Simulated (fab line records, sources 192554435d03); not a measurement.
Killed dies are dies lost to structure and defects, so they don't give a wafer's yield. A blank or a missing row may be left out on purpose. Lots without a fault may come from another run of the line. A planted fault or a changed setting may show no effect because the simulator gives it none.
Chamber matching | flow n5_finfet | N5_BEOL_M0_PRE_CLEAN_131 on cvd_co-02: 3 sister chambers
The step time 15 s. 27 wafers are shown with their chamber, then 12 later ones without.

WAFERS WITH THEIR CHAMBER
wafer  | chamber | heater_power_w (W)
L074.1 | 2       | 102
L074.3 | 0       | 82
L074.4 | 2       | 99
L076.1 | 2       | 102
L076.2 | 0       | 82
L076.3 | 2       | 99
L076.4 | 0       | 81
L076.5 | 2       | 104
L076.6 | 0       | 81
L077.3 | 2       | 102
L077.5 | 2       | 103
L077.6 | 0       | 81
L079.2 | 2       | 103
L079.4 | 1       | 29
L079.5 | 0       | 83
L082.1 | 2       | 103
L082.3 | 0       | 82
L082.4 | 1       | 29
L084.1 | 1       | 30
L084.2 | 0       | 79
L084.5 | 1       | 30
L089.1 | 0       | 83
L089.3 | 1       | 30
L089.6 | 1       | 29
L090.1 | 1       | 29
L090.2 | 2       | 102
L090.3 | 0       | 82

SIGNATURES (means of the wafers above)
reading        | chamber 0 | chamber 1 | chamber 2 | scatter within a chamber
heater_power_w | 81.60     | 29.43     | 101.90    | 1.27
Rule: a wafer's distance from a chamber is the root of the sum, over the readings, of the square of ((its reading less the chamber's mean) divided by the reading's scatter). The wafer belongs to the nearest chamber; if the next one is less than 2 further off, it can't be placed. The scatter: the root of (the sum of the squares of (reading less its chamber's mean) over the shown wafers, divided by (wafers less chambers)).

WAFERS WITHOUT THEIR CHAMBER
wafer  | heater_power_w (W)
L090.4 | 30
L090.5 | 101
L090.6 | 80
L091.3 | 104
L091.4 | 82
L091.6 | 103
L093.2 | 83
L093.5 | 29
L093.6 | 83
L096.3 | 82
L096.5 | 30
L096.6 | 101

WHICH CHAMBER EACH WENT THROUGH
wafer  | from the rows above | in truth
L090.4 | 1                   | 1
L090.5 | 2                   | 2
L090.6 | 0                   | 0
L091.3 | 2                   | 2
L091.4 | 0                   | 0
L091.6 | 2                   | 2
L093.2 | 0                   | 0
L093.5 | 1                   | 1
L093.6 | 0                   | 0
L096.3 | 0                   | 0
L096.5 | 1                   | 1
L096.6 | 2                   | 2
Placed correctly: 12 of 12. Can't be placed from these rows: 0. Placed wrongly: 0.
